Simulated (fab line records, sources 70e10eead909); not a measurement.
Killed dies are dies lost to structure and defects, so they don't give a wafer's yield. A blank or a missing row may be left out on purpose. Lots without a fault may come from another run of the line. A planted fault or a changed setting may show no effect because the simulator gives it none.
Chamber matching | flow nand_harc | NHARC_A_CHANNEL_FILL_D1_CMP_10 on cmp-02: 4 sister chambers
The step polishes, target thk 150 nm. 4 wafers are shown with their chamber, then 8 later ones without.

WAFERS WITH THEIR CHAMBER
wafer  | chamber | motor_current_A (A)
L079.2 | 2       | 11.8
L091.2 | 1       | 11.6
L091.6 | 0       | 13.3
L093.1 | 3       | 13.3

WAFERS WITHOUT THEIR CHAMBER
wafer  | motor_current_A (A)
L093.2 | 11.2
L093.4 | 11.8
L095.3 | 11.6
L095.5 | 12.8
L095.6 | 14.2
L097.3 | 13.0
L097.5 | 13.0
L097.6 | 11.7

WHICH CHAMBER EACH WENT THROUGH
wafer  | from the rows above               | in truth
L093.2 | can't be placed: 1 or 2           | 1
L093.4 | can't be placed: 2 or 1           | 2
L095.3 | can't be placed: 1 or 2           | 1
L095.5 | can't be placed: 0 or 3 or 2 or 1 | 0
L095.6 | can't be placed: 0 or 3           | 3
L097.3 | can't be placed: 0 or 3           | 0
L097.5 | can't be placed: 0 or 3           | 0
L097.6 | can't be placed: 1 or 2           | 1
Placed correctly: 0 of 8. Can't be placed from these rows: 8 (the true chamber is among the candidates in 8). Placed wrongly: 0.
How it was worked out, from the rows above alone: a wafer's distance from a chamber is the root of the sum, over the readings, of the square of ((its reading less the chamber's mean) divided by the reading's scatter). The wafer belongs to the nearest chamber; if the next one is less than 2 further off, it can't be placed. A chamber's mean is the mean of its shown wafers. The scatter: with one shown wafer a chamber, the root of the mean of the squares of how far each hidden wafer lies from its nearest shown one.
